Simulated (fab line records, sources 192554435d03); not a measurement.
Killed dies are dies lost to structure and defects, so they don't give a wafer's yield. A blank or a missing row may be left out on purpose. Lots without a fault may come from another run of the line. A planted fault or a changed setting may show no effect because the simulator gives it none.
Which tool did it? | flow n5_finfet | 23 lots, 69 wafers sampled, at 6 steps of a route of 1938

WHAT THE GAUGES READ, wafer by wafer
The record holds no reading of a measuring or inspecting step that can be judged against a usual standard deviation.

WHICH TOOL RAN EACH LOT (tool, then ch and the chambers of the sampled wafers, then the start)
lot  | N5_HKMG_FIN_DESCUM_17             | N5_HKMG_FIN_ALD_21                  | N5_GATE_CUT_ALD_22                | N5_MOL_CONTACT_COAG_ETCH_15        | N5_MOL_CONTACT_COAG_CO_FILL_22   | N5_MOL_CONTACT_COAG_ANNEAL_113
L074 | rie_diel-01 ch 1,2,3, day 4 06:07 | ald_metal-02 ch 1,3, day 4 09:23    | ald_sin-03 ch 1,3, day 4 15:45    | rie_diel-06 ch 0,3, day 4 19:19    | cvd_co-02 ch 0,1,2, day 4 21:55  | rtp_anneal-02 ch 0, day 4 22:32
L075 | rie_diel-01 ch 0,2, day 4 11:10   | ald_metal-01 ch 2,3, day 4 14:18    | ald_sin-03 ch 0,1,2, day 4 20:57  | rie_diel-06 ch 0,3, day 5 00:08    | cvd_co-01 ch 1,2, day 5 04:34    | rtp_anneal-01 ch 0, day 5 05:19
L077 | rie_diel-03 ch 0,2,3, day 4 20:51 | ald_metal-04 ch 0,1,2, day 5 00:15  | ald_sin-02 ch 0,2,3, day 5 06:09  | rie_diel-01 ch 0,1, day 5 09:33    | cvd_co-01 ch 0,1, day 5 12:14    | rtp_anneal-01 ch 0, day 5 12:52
L078 | rie_diel-03 ch 1,2,3, day 5 03:16 | ald_metal-02 ch 0,2,3, day 5 06:41  | ald_sin-03 ch 1,2,3, day 5 12:48  | rie_diel-03 ch 0,1,3, day 5 16:05  | cvd_co-02 ch 0,1, day 5 20:40    | rtp_anneal-02 ch 0, day 5 21:17
L079 | rie_diel-01 ch 0,2, day 5 08:18   | ald_metal-01 ch 0,1,2, day 5 11:26  | ald_sin-01 ch 0,1,3, day 5 17:14  | rie_diel-06 ch 0,1,3, day 5 20:41  | cvd_co-02 ch 0,1,2, day 6 01:52  | rtp_anneal-02 ch 0, day 6 02:29
L080 | rie_diel-03 ch 1,2,3, day 5 15:14 | ald_metal-04 ch 1,2,3, day 5 18:31  | ald_sin-03 ch 0,2,3, day 6 00:25  | rie_diel-06 ch 0,1,3, day 6 03:43  | cvd_co-01 ch 0,2, day 6 07:56    | rtp_anneal-02 ch 0, day 6 09:08
L081 | rie_diel-03 ch 0,1,3, day 5 21:55 | ald_metal-04 ch 0,3, day 6 01:03    | ald_sin-02 ch 0,1, day 6 07:05    | rie_diel-06 ch 1,2,3, day 6 10:34  | cvd_co-01 ch 0,2, day 6 14:53    | rtp_anneal-01 ch 0, day 6 15:52
L082 | rie_diel-03 ch 2,3, day 6 06:13   | ald_metal-01 ch 1,3, day 6 09:26    | ald_sin-03 ch 1,3, day 6 15:29    | rie_diel-01 ch 1,2,3, day 6 19:14  | cvd_co-02 ch 1,2, day 6 22:05    | rtp_anneal-02 ch 0, day 6 23:04
L084 | rie_diel-06 ch 1,2,3, day 6 16:50 | ald_metal-02 ch 0,1,3, day 6 20:04  | ald_sin-01 ch 0,1,2, day 7 02:58  | rie_diel-06 ch 0,1,3, day 7 06:16  | cvd_co-02 ch 0,1,2, day 7 09:17  | rtp_anneal-02 ch 0, day 7 09:54
L085 | rie_diel-01 ch 1,2,3, day 6 20:53 | ald_metal-02 ch 1,2,3, day 7 00:02  | ald_sin-01 ch 1,2, day 7 06:43    | rie_diel-03 ch 1,2,3, day 7 10:01  | cvd_co-01 ch 0,1, day 7 12:41    | rtp_anneal-02 ch 0, day 7 13:26
L086 | rie_diel-06 ch 0,1,3, day 7 01:52 | ald_metal-02 ch 1,2,3, day 7 05:16  | ald_sin-03 ch 1,2,3, day 7 12:11  | rie_diel-03 ch 0,2,3, day 7 15:29  | cvd_co-01 ch 0,1,2, day 7 17:49  | rtp_anneal-01 ch 0, day 7 18:26
L087 | rie_diel-03 ch 0,1,2, day 7 07:44 | ald_metal-01 ch 2,3, day 7 10:54    | ald_sin-03 ch 0,2,3, day 7 16:50  | rie_diel-01 ch 0,1,2, day 7 20:14  | cvd_co-02 ch 1,2, day 7 22:05    | rtp_anneal-01 ch 0, day 7 22:41
L088 | rie_diel-01 ch 0,1,2, day 7 13:42 | ald_metal-02 ch 1,2,3, day 7 16:52  | ald_sin-01 ch 0,1,2, day 7 23:19  | rie_diel-03 ch 1,2,3, day 8 02:30  | cvd_co-02 ch 0,2, day 8 04:05    | rtp_anneal-02 ch 0, day 8 04:43
L089 | rie_diel-03 ch 1,3, day 7 19:19   | ald_metal-04 ch 1,3, day 7 22:40    | ald_sin-01 ch 1,3, day 8 05:07    | rie_diel-03 ch 1,3, day 8 08:29    | cvd_co-01 ch 0,1,2, day 8 11:34  | rtp_anneal-01 ch 0, day 8 12:26
L090 | rie_diel-01 ch 0,3, day 8 03:54   | ald_metal-04 ch 0,1, day 8 07:02    | ald_sin-02 ch 2,3, day 8 14:12    | rie_diel-01 ch 0,1,2, day 8 17:22  | cvd_co-02 ch 1,2, day 8 20:21    | rtp_anneal-02 ch 0, day 8 20:58
L091 | rie_diel-06 ch 0,2,3, day 8 08:08 | ald_metal-04 ch 1,2,3, day 8 11:23  | ald_sin-02 ch 1,2, day 8 19:49    | rie_diel-03 ch 1,3, day 8 23:01    | cvd_co-01 ch 0,1, day 9 01:24    | rtp_anneal-01 ch 0, day 9 02:01
L092 | rie_diel-01 ch 0,1,2, day 8 14:19 | ald_metal-04 ch 0,2, day 8 17:41    | ald_sin-02 ch 0,2, day 9 00:07    | rie_diel-06 ch 0,1,2, day 9 03:16  | cvd_co-01 ch 0,2, day 9 05:54    | rtp_anneal-02 ch 0, day 9 06:50
L093 | rie_diel-01 ch 0,2,3, day 9 01:16 | ald_metal-04 ch 0,1,3, day 9 04:23  | ald_sin-01 ch 0,1, day 9 11:44    | rie_diel-03 ch 1,2,3, day 9 15:05  | cvd_co-02 ch 0,1, day 9 18:25    | rtp_anneal-01 ch 0, day 9 19:11
L076 | rie_diel-01 ch 0,1,3, day 9 01:59 | ald_metal-01 ch 1,3, day 9 05:14    | ald_sin-02 ch 0,1, day 9 12:00    | rie_diel-06 ch 0,3, day 9 15:34    | cvd_co-01 ch 2, day 9 18:52      | rtp_anneal-01 ch 0, day 9 20:05
L094 | rie_diel-03 ch 1,2,3, day 9 09:50 | ald_metal-01 ch 1,2, day 9 12:57    | ald_sin-01 ch 0,3, day 9 18:46    | rie_diel-06 ch 2,3, day 9 22:08    | cvd_co-01 ch 0,2, day 10 00:44   | rtp_anneal-01 ch 0, day 10 01:50
L095 | rie_diel-06 ch 1,2,3, day 9 16:57 | ald_metal-04 ch 0,2,3, day 9 20:15  | ald_sin-03 ch 0,2,3, day 10 02:26 | rie_diel-06 ch 1,2, day 10 05:37   | cvd_co-01 ch 0,2, day 10 08:05   | rtp_anneal-02 ch 0, day 10 08:47
L097 | rie_diel-01 ch 0,2, day 9 22:16   | ald_metal-04 ch 1,2,3, day 10 01:46 | ald_sin-02 ch 0,1,2, day 10 07:44 | rie_diel-06 ch 1,2, day 10 11:02   | cvd_co-02 ch 0,2, day 10 14:30   | rtp_anneal-02 ch 0, day 10 15:07
L096 | rie_diel-01 ch 0,2,3, day 9 22:54 | ald_metal-01 ch 0,2,3, day 10 02:19 | ald_sin-01 ch 0,2,3, day 10 08:47 | rie_diel-06 ch 0,1,3, day 10 12:04 | cvd_co-02 ch 0,1,2, day 10 15:53 | rtp_anneal-01 ch 0, day 10 16:31
- N5_HKMG_FIN_DESCUM_17: chemistry O2, time 7.9 s.
- N5_HKMG_FIN_ALD_21: deposits TiN, target thk 1.5 nm, pulse time 1 s, purge time 3 s.
- N5_GATE_CUT_ALD_22: deposits SiNx, target thk 16 nm, pulse time 1 s, ald cycles 320.
- N5_MOL_CONTACT_COAG_ETCH_15: etches SiNx in CH3F/O2, stops on Si:P, target depth 7 nm.
- N5_MOL_CONTACT_COAG_CO_FILL_22: material Co, precursor CCTBA/H2, target thk 20 nm.
- N5_MOL_CONTACT_COAG_ANNEAL_113: time 300 s.

WHAT THE TOOLS THEMSELVES READ (means of the sampled wafers that have a number; where no wafer has one, the mark that the record gives instead)
N5_HKMG_FIN_DESCUM_17. Usual: drypump_motor_current_A 5.6 A, standard deviation 0.31; oes_product_au 0.78 a.u., standard deviation 0.074; rf_vpp_V 243.8 V, standard deviation 1.1; showerhead_plenum_p_Torr 2.13 Torr, standard deviation 0.059; temp_c 40.01 C, standard deviation 0.1; throttle_valve_pct 20.5 %, standard deviation 0.34.
lot  | tool        | drypump_motor_current_A (A) | oes_product_au (a.u.) | rf_vpp_V (V) | showerhead_plenum_p_Torr (Torr) | temp_c (C) | throttle_valve_pct (%) | flag
L074 | rie_diel-01 | 5.6                         | 0.82                  | 244.1        | 2.14                            | 40.06      | 20.5                   |
L075 | rie_diel-01 | 5.7                         | 0.84                  | 244.5        | 2.22                            | 40.08      | 20.3                   |
L077 | rie_diel-03 | 5.5                         | 0.74                  | 243.6        | 2.13                            | 39.92      | 20.7                   |
L078 | rie_diel-03 | 5.7                         | 0.77                  | 242.7        | 2.12                            | 40.10      | 20.5                   |
L079 | rie_diel-01 | 5.7                         | 0.84                  | 244.4        | 2.21                            | 40.07      | 20.3                   |
L080 | rie_diel-03 | 5.7                         | 0.77                  | 243.4        | 2.12                            | 39.96      | 20.5                   |
L081 | rie_diel-03 | 5.4                         | 0.76                  | 243.8        | 2.14                            | 40.02      | 20.6                   |
L082 | rie_diel-03 | 5.5                         | 0.75                  | 243.7        | 2.11                            | 39.93      | 20.5                   |
L084 | rie_diel-06 | 5.4                         | 0.75                  | 244.1        | 2.14                            | 40.03      | 20.7                   |
L085 | rie_diel-01 | 5.6                         | 0.79                  | 243.5        | 2.13                            | 40.15      | 20.5                   |
L086 | rie_diel-06 | 5.6                         | 0.76                  | 243.8        | 2.11                            | 39.92      | 20.6                   |
L087 | rie_diel-03 | 5.8                         | 0.74                  | 243.3        | 2.13                            | 40.06      | 20.7                   |
L088 | rie_diel-01 | 5.6                         | 0.78                  | 244.3        | 2.19                            | 39.97      | 20.5                   |
L089 | rie_diel-03 | 5.6                         | 0.77                  | 243.6        | 2.12                            | 40.05      | 20.5                   |
L090 | rie_diel-01 | 5.6                         | 0.88                  | 244.0        | 2.10                            | 40.03      | 20.0                   |
L091 | rie_diel-06 | 5.5                         | 0.79                  | 243.4        | 2.10                            | 40.06      | 20.4                   |
L092 | rie_diel-01 | 5.6                         | 0.76                  | 244.4        | 2.19                            | 40.01      | 20.5                   |
L093 | rie_diel-01 | 5.6                         | 0.80                  | 243.2        | 2.14                            | 40.01      | 20.4                   |
L076 | rie_diel-01 | 5.6                         | 0.82                  | 243.8        | 2.14                            | 40.03      | 20.2                   |
L094 | rie_diel-03 | 5.7                         | 0.74                  | 242.9        | 2.11                            | 39.99      | 20.6                   |
L095 | rie_diel-06 | 5.4                         | 0.74                  | 244.1        | 2.13                            | 39.92      | 20.7                   |
L097 | rie_diel-01 | 5.7                         | 0.79                  | 244.7        | 2.20                            | 39.99      | 20.4                   |
L096 | rie_diel-01 | 5.6                         | 0.79                  | 243.3        | 2.14                            | 40.10      | 20.4                   |

N5_HKMG_FIN_ALD_21. Usual: heater_power_w 877 W, standard deviation 95; precursor_pulse_height_rel 1.000, standard deviation 0.02; susceptor_temp_C 399.98 C, standard deviation 0.22.
lot  | tool         | heater_power_w (W) | precursor_pulse_height_rel | susceptor_temp_C (C) | flag
L074 | ald_metal-02 | 773                | 0.997                      | 399.95               |
L075 | ald_metal-01 | 856                | 1.010                      | 400.19               |
L077 | ald_metal-04 | 965                | 1.010                      | 400.06               |
L078 | ald_metal-02 | 821                | 0.985                      | 399.78               |
L079 | ald_metal-01 | 879                | 0.992                      | 399.90               |
L080 | ald_metal-04 | 888                | 1.026                      | 400.01               |
L081 | ald_metal-04 | 907                | 0.987                      | 399.99               |
L082 | ald_metal-01 | 841                | 0.993                      | 400.09               |
L084 | ald_metal-02 | 814                | 1.007                      | 399.92               |
L085 | ald_metal-02 | 775                | 0.991                      | 399.97               |
L086 | ald_metal-02 | 781                | 0.994                      | 400.17               |
L087 | ald_metal-01 | 854                | 1.004                      | 400.13               |
L088 | ald_metal-02 | 767                | 1.000                      | 399.60               |
L089 | ald_metal-04 | 872                | 0.991                      | 399.93               |
L090 | ald_metal-04 | 956                | 1.005                      | 400.02               |
L091 | ald_metal-04 | 889                | 0.967                      | 399.82               |
L092 | ald_metal-04 | 951                | 0.990                      | 400.05               |
L093 | ald_metal-04 | 884                | 0.995                      | 399.93               |
L076 | ald_metal-01 | 833                | 0.995                      | 399.56               |
L094 | ald_metal-01 | 854                | 1.026                      | 399.89               |
L095 | ald_metal-04 | 888                | 0.995                      | 400.07               |
L097 | ald_metal-04 | 886                | 1.010                      | 400.02               |
L096 | ald_metal-01 | 891                | 0.994                      | 399.94               |

N5_GATE_CUT_ALD_22. Usual: heater_power_w 835 W, standard deviation 75; precursor_pulse_height_rel 0.998, standard deviation 0.018; susceptor_temp_C 400.01 C, standard deviation 0.2.
lot  | tool       | heater_power_w (W) | precursor_pulse_height_rel | susceptor_temp_C (C) | flag
L074 | ald_sin-03 | 858                | 1.002                      | 399.93               |
L075 | ald_sin-03 | 803                | 1.012                      | 400.00               |
L077 | ald_sin-02 | 842                | 1.007                      | 400.03               |
L078 | ald_sin-03 | 829                | 1.002                      | 400.07               |
L079 | ald_sin-01 | 833                | 0.982                      | 399.68               |
L080 | ald_sin-03 | 824                | 0.996                      | 400.10               |
L081 | ald_sin-02 | 790                | 0.991                      | 399.92               |
L082 | ald_sin-03 | 867                | 0.999                      | 399.90               |
L084 | ald_sin-01 | 801                | 1.007                      | 400.10               |
L085 | ald_sin-01 | 827                | 1.015                      | 399.80               |
L086 | ald_sin-03 | 821                | 1.005                      | 400.06               |
L087 | ald_sin-03 | 818                | 0.993                      | 400.14               |
L088 | ald_sin-01 | 790                | 1.006                      | 400.00               |
L089 | ald_sin-01 | 866                | 0.998                      | 399.99               |
L090 | ald_sin-02 | 934                | 0.997                      | 400.06               |
L091 | ald_sin-02 | 955                | 0.993                      | 400.05               |
L092 | ald_sin-02 | 847                | 1.004                      | 400.18               |
L093 | ald_sin-01 | 851                | 0.989                      | 400.15               |
L076 | ald_sin-02 | 837                | 1.007                      | 400.04               |
L094 | ald_sin-01 | 832                | 1.005                      | 400.00               |
L095 | ald_sin-03 | 809                | 0.987                      | 400.11               |
L097 | ald_sin-02 | 902                | 0.995                      | 399.98               |
L096 | ald_sin-01 | 790                | 1.023                      | 399.80               |

N5_MOL_CONTACT_COAG_ETCH_15. Usual: CH3F_flow_sccm 29.99 sccm, standard deviation 0.093; drypump_motor_current_A 5.6 A, standard deviation 0.34; oes_product_au 0.56 a.u., standard deviation 0.045; rf_vpp_V 295 V, standard deviation 6.4; showerhead_plenum_p_Torr 2.02 Torr, standard deviation 0.054; throttle_valve_pct 16.4 %, standard deviation 0.3.
lot  | tool        | CH3F_flow_sccm (sccm) | drypump_motor_current_A (A) | oes_product_au (a.u.) | rf_vpp_V (V) | showerhead_plenum_p_Torr (Torr) | throttle_valve_pct (%) | flag
L074 | rie_diel-06 | 29.91                 | 5.4                         | 0.57                  | 286          | 2.05                            | 16.5                   |
L075 | rie_diel-06 | 29.92                 | 5.6                         | 0.61                  | 290          | 1.99                            | 16.3                   |
L077 | rie_diel-01 | 30.03                 | 5.7                         | 0.62                  | 298          | 2.10                            | 16.0                   |
L078 | rie_diel-03 | 29.98                 | 5.4                         | 0.55                  | 300          | 2.04                            | 16.5                   |
L079 | rie_diel-06 | 30.05                 | 5.5                         | 0.57                  | 288          | 2.03                            | 16.5                   |
L080 | rie_diel-06 | 29.95                 | 5.6                         | 0.56                  | 289          | 2.03                            | 16.5                   |
L081 | rie_diel-06 | 29.91                 | 5.4                         | 0.56                  | 291          | 2.06                            | 16.6                   |
L082 | rie_diel-01 | 30.00                 | 5.6                         | 0.58                  | 299          | 2.04                            | 16.4                   |
L084 | rie_diel-06 | 30.00                 | 5.6                         | 0.56                  | 289          | 2.02                            | 16.5                   |
L085 | rie_diel-03 | 29.98                 | 5.7                         | 0.55                  | 300          | 2.00                            | 16.3                   |
L086 | rie_diel-03 | 30.03                 | 5.6                         | 0.53                  | 297          | 2.02                            | 16.6                   |
L087 | rie_diel-01 | 29.94                 | 5.6                         | 0.57                  | 299          | 2.08                            | 16.4                   |
L088 | rie_diel-03 | 30.00                 | 5.7                         | 0.55                  | 300          | 2.00                            | 16.3                   |
L089 | rie_diel-03 | 30.06                 | 5.6                         | 0.55                  | 303          | 2.01                            | 16.3                   |
L090 | rie_diel-01 | 29.93                 | 5.6                         | 0.56                  | 299          | 2.08                            | 16.4                   |
L091 | rie_diel-03 | 29.95                 | 5.3                         | 0.54                  | 298          | 2.00                            | 16.3                   |
L092 | rie_diel-06 | 30.04                 | 5.7                         | 0.57                  | 295          | 1.99                            | 16.4                   |
L093 | rie_diel-03 | 29.93                 | 5.7                         | 0.54                  | 300          | 1.99                            | 16.4                   |
L076 | rie_diel-06 | 30.06                 | 5.4                         | 0.54                  | 285          | 2.04                            | 16.6                   |
L094 | rie_diel-06 | 29.95                 | 5.2                         | 0.54                  | 289          | 2.06                            | 16.6                   |
L095 | rie_diel-06 | 30.00                 | 5.6                         | 0.54                  | 294          | 2.03                            | 16.6                   |
L097 | rie_diel-06 | 29.97                 | 5.5                         | 0.56                  | 298          | 2.02                            | 16.5                   |
L096 | rie_diel-06 | 30.01                 | 5.5                         | 0.54                  | 288          | 2.02                            | 16.6                   |

N5_MOL_CONTACT_COAG_CO_FILL_22. Usual: heater_power_w 239 W, standard deviation 15; susceptor_temp_C 200.01 C, standard deviation 0.16.
lot  | tool      | heater_power_w (W) | susceptor_temp_C (C) | flag
L074 | cvd_co-02 | 236                | 200.13               |
L075 | cvd_co-01 | 253                | 200.03               |
L077 | cvd_co-01 | 262                | 200.03               |
L078 | cvd_co-02 | 246                | 199.92               |
L079 | cvd_co-02 | 236                | 200.17               |
L080 | cvd_co-01 | 242                | 200.16               |
L081 | cvd_co-01 | 242                | 199.95               |
L082 | cvd_co-02 | 236                | 200.11               |
L084 | cvd_co-02 | 236                | 199.89               |
L085 | cvd_co-01 | 240                | 199.87               |
L086 | cvd_co-01 | 244                | 200.10               |
L087 | cvd_co-02 | 224                | 199.97               |
L088 | cvd_co-02 | 224                | 200.06               |
L089 | cvd_co-01 | 245                | 199.89               |
L090 | cvd_co-02 | 222                | 200.08               |
L091 | cvd_co-01 | 239                | 199.95               |
L092 | cvd_co-01 | 239                | 199.91               |
L093 | cvd_co-02 | 246                | 199.96               |
L076 | cvd_co-01 | 244                | 199.95               |
L094 | cvd_co-01 | 240                | 199.94               |
L095 | cvd_co-01 | 238                | 200.10               |
L097 | cvd_co-02 | 219                | 199.97               |
L096 | cvd_co-02 | 233                | 200.00               |

N5_MOL_CONTACT_COAG_ANNEAL_113. Usual: lamp_power_pct 2.88 %, standard deviation 0.17; lamp_zone_2_pct 2.88 %, standard deviation 0.17; wafer_temp_C_max 401.7, standard deviation 0.47.
lot  | tool          | lamp_power_pct (%) | lamp_zone_2_pct (%) | wafer_temp_C_max | flag
L074 | rtp_anneal-02 | 2.72               | 2.72                | 401.0            |
L075 | rtp_anneal-01 | 3.05               | 3.04                | 401.7            |
L077 | rtp_anneal-01 | 3.05               | 3.04                | 402.3            |
L078 | rtp_anneal-02 | 2.72               | 2.72                | 401.5            |
L079 | rtp_anneal-02 | 2.72               | 2.72                | 401.5            |
L080 | rtp_anneal-02 | 2.72               | 2.72                | 401.3            |
L081 | rtp_anneal-01 | 3.05               | 3.05                | 402.3            |
L082 | rtp_anneal-02 | 2.72               | 2.72                | 401.4            |
L084 | rtp_anneal-02 | 2.72               | 2.71                | 401.1            |
L085 | rtp_anneal-02 | 2.72               | 2.72                | 401.2            |
L086 | rtp_anneal-01 | 3.05               | 3.05                | 402.0            |
L087 | rtp_anneal-01 | 3.04               | 3.04                | 402.1            |
L088 | rtp_anneal-02 | 2.71               | 2.72                | 401.8            |
L089 | rtp_anneal-01 | 3.05               | 3.05                | 401.9            |
L090 | rtp_anneal-02 | 2.72               | 2.72                | 401.7            |
L091 | rtp_anneal-01 | 3.05               | 3.05                | 402.5            |
L092 | rtp_anneal-02 | 2.72               | 2.72                | 401.4            |
L093 | rtp_anneal-01 | 3.05               | 3.05                | 401.8            |
L076 | rtp_anneal-01 | 3.05               | 3.05                | 401.8            |
L094 | rtp_anneal-01 | 3.04               | 3.04                | 401.8            |
L095 | rtp_anneal-02 | 2.72               | 2.72                | 401.8            |
L097 | rtp_anneal-02 | 2.72               | 2.72                | 401.1            |
L096 | rtp_anneal-01 | 3.05               | 3.04                | 401.8            |

THE ANSWER, worked out from the rows above alone
Rule: a lot is off if the mean of its wafers that have a number lies more than 3 standard deviations from the usual mean. A lot without any number at a reading at which 4 lots or more have one is off too. The other lots that the step has rows for count as sound. The gauges are gone through in route order, then the tools' own readings, and for those a lot's mean is taken as printed above. The first step at which some lot is off is used, and at that step the reading that is off furthest; a lot without a number counts as furthest.
No lot is off at any reading shown: from this, nothing can be told.

WHAT THE SIMULATOR HAD PUT IN
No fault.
